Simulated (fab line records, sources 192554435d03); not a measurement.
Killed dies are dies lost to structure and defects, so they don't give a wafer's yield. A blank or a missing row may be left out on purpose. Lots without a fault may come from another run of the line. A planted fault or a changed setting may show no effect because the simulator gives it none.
A struck lot beside a sound one | flow n5_finfet | 18 steps out of a route of 1938
Sound: wafers L333.2, L333.4, L333.6. Struck: wafers L331.2, L331.3. (L331.5 of the same lot was not struck and is left out.) The cause comes at the end.
At each step with rows: each side's tool, then ch and its chambers, then its first start. Under that, the readings that differ: sound wafers | struck wafers | difference of the means | sigmas: that difference in standard deviations of wafers without a fault.
alike: readings whose means differ by less than 2 such deviations, and words and numbers that are the same on both sides. not compared: withheld readings, readings that some wafer has no value for, bounds like >300 that may hide the same value, and numbers for which the record gives no deviation and whose values overlap.
The two part at a step that has a row with sigmas, a row that says differs or no value, or rows on one side only. Numbers that don't overlap but have no deviation are shown without sigmas and don't part them. A reading that every wafer of one side lacks parts them only if that side has two wafers or more.

first, 4 steps without rows for these wafers: N5_BEOL_M12_ETCH_68 (etches SOC in N2/H2, time 285 s); N5_BEOL_M12_STRIP_69 (strips in N2/H2); N5_BEOL_M12_TRENCH_ETCH_34 (etches SiOC in C4F8/O2/Ar, target depth 318.95 nm, time 125.5 s); N5_BEOL_M12_STRIP_70 (strips in C4F8/O2/Ar).
N5_BEOL_M12_OCD_MEAS_35:
  sound on ocd-02, day 17 09:06; struck on ocd-01, day 17 16:17
  alike: trench_depth_nm
N5_BEOL_M12_STRIP_37: strips in N2/H2.
  sound on plasma_asher-01 ch 1, day 17 09:08; struck on plasma_asher-02 ch 0,1, day 17 16:19
  reading                     | sound          | struck    | difference | sigmas
  drypump_motor_current_A (A) | 6.17 6.22 6.29 | 5.78 5.88 | -0.40      | -2
  alike: heater_power_w, oes_product_au
  not compared: rf_hours_counter_h
then, 3 steps without rows for these wafers: N5_BEOL_M12_ETCH_38 (etches SiCN in CF4/N2, target depth 68.7 nm, time 73.4 s); N5_BEOL_M12_PRECLEAN_39 (cleans in residue remover, time 60 s); N5_BEOL_M12_SRD_40 (time 30 s, dry time 30 s).
N5_BEOL_M12_DEGAS_41: time 60 s.
  sound on pvd_sputter-03, day 17 12:53; struck on pvd_sputter-02, day 17 18:26
  reading            | sound       | struck  | difference | sigmas
  heater_power_w (W) | 284 306 302 | 387 371 | +82        | +2
N5_BEOL_M12_PRE_CLEAN_42: time 30 s.
  sound on pvd_sputter-03, day 17 12:55; struck on pvd_sputter-02, day 17 18:28
  reading            | sound       | struck  | difference | sigmas
  heater_power_w (W) | 290 300 310 | 380 376 | +78        | +2
N5_BEOL_M12_SPUTTER_43: material TaN, target thk 15 nm, time 24.19 s.
  sound on pvd_sputter-03, day 17 12:58; struck on pvd_sputter-02, day 17 18:31
  alike: throttle_valve_pct
N5_BEOL_M12_SPUTTER_44: material Ta, target thk 10 nm, time 16.13 s.
  sound on pvd_sputter-03, day 17 13:02; struck on pvd_sputter-02, day 17 18:35
  reading                                     | sound    | struck    | difference | sigmas
  model.Ta_of_BEOL_M12_SPUTTER_44.thk_nm (nm) | 10 10 10 | 13.2 13.2 | +3.2       |
  alike: throttle_valve_pct
then, 2 steps without rows for these wafers: N5_BEOL_M12_SPUTTER_45 (material Cu, target thk 80 nm, time 13.33 s); N5_BEOL_M12_ECD_47 (material Cu, target thk 720 nm).
N5_BEOL_M12_ANNEAL_48: time 90 s.
  sound on rtp_anneal-01 ch 0, day 17 13:26; struck on rtp_anneal-02 ch 0, day 17 18:59
  alike: anneal_temp_c_max, wafer_temp_C_max
N5_BEOL_M12_CMP_49: polishes, stops on SiOC, t overpolish 20.6 s, target thk 320 nm.
  sound on cmp-01 ch 1,2,3, day 17 13:43; struck on cmp-04 ch 1,2, day 17 19:16
  reading                      | sound          | struck    | difference | sigmas
  barrier_field_endpoint_s (s) | 29.2 29.1 28.8 | 34.8 34.4 | +5.6       | +8
  alike: head_pressure_psi, motor_current_A
N5_BEOL_M12_THK_MEAS_50: measures by xrf.
  sound on film_metro-01, day 17 13:59; struck on film_metro-02, day 17 19:32
  alike: M12_THK

WHERE THEY PART
First at N5_BEOL_M12_STRIP_37; last, within this record, at N5_BEOL_M12_CMP_49. Later steps at which nothing parts them and some readings are alike: N5_BEOL_M12_THK_MEAS_50.

WHY: what the simulator had put in
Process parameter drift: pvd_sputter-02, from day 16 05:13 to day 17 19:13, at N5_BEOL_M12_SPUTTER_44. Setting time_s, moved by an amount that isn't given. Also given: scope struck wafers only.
